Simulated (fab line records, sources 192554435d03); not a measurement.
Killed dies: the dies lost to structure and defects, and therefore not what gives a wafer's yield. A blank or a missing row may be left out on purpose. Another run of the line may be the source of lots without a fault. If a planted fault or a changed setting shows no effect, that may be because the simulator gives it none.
Matching of chambers	flow n5-finfet	rie-diel-03 running N5_BEOL_M14_ETCH_68: 4 sister chambers
The step etches SOC in N2/H2, time 450 s. 18 wafers are shown with their chamber, then 9 later ones without.

== WAFERS WITH THEIR CHAMBER ==
wafer	chamber	throttle-valve-pct (%)	showerhead-plenum-p-Torr (Torr)	drypump-motor-current-A (A)
L078.1	3	17.72	2.58	5.6
L078.2	1	17.46	2.68	5.7
L078.3	0	18.20	2.55	6.2
L078.4	2	18.12	2.70	5.5
L078.5	3	17.72	2.58	5.6
L078.6	0	18.20	2.55	6.2
L084.2	1	17.49	2.67	5.7
L084.4	2	18.14	2.69	5.5
L084.5	3	17.74	2.57	5.6
L091.1	3	17.78	2.56	5.7
L091.2	0	18.24	2.53	6.2
L091.4	1	17.51	2.67	5.6
L089.3	2	18.18	2.68	5.5
L089.4	1	17.51	2.67	5.6
L089.5	0	18.24	2.53	6.1
L090.1	3	17.77	2.56	5.7
L090.2	2	18.17	2.68	5.5
L090.3	0	18.25	2.53	6.1

SIGNATURES (means of the wafers above)
reading	chamber 0	chamber 1	chamber 2	chamber 3	scatter within a chamber
throttle-valve-pct	18.2260	17.4925	18.1525	17.7460	0.0259
showerhead-plenum-p-Torr	2.5380	2.6725	2.6875	2.5700	0.00937
drypump-motor-current-A	6.160	5.650	5.500	5.640	0.0493
Rule: for each reading, subtract the chamber's mean from the wafer's reading, divide by that reading's scatter and square the result; add these up over the readings and take the root, which gives the wafer's distance from the chamber. The wafer belongs to the nearest chamber; if the next one is less than 2 further off, it can't be placed. The scatter: take each reading less its chamber's mean, square it, sum over the shown wafers, divide by the number of wafers less the number of chambers, and take the root.

== WAFERS WITHOUT THEIR CHAMBER ==
wafer	throttle-valve-pct (%)	showerhead-plenum-p-Torr (Torr)	drypump-motor-current-A (A)
L090.4	17.51	2.67	5.7
L090.5	18.18	2.68	5.5
L090.6	17.80	2.56	5.6
L094.1	18.28	2.53	6.1
L094.2	17.54	2.66	5.7
L094.3	17.79	2.56	5.6
L094.4	18.20	2.68	5.5
L094.5	17.79	2.56	5.6
L094.6	18.17	2.68	5.5

== EACH ONE'S CHAMBER ==
wafer	from the rows above	in truth
L090.4	1	1
L090.5	2	2
L090.6	3	3
L094.1	0	0
L094.2	1	1
L094.3	3	3
L094.4	2	2
L094.5	3	3
L094.6	2	2
Placed correctly: 9 of 9. From these rows, 0 cannot be placed. Placed wrongly: 0.
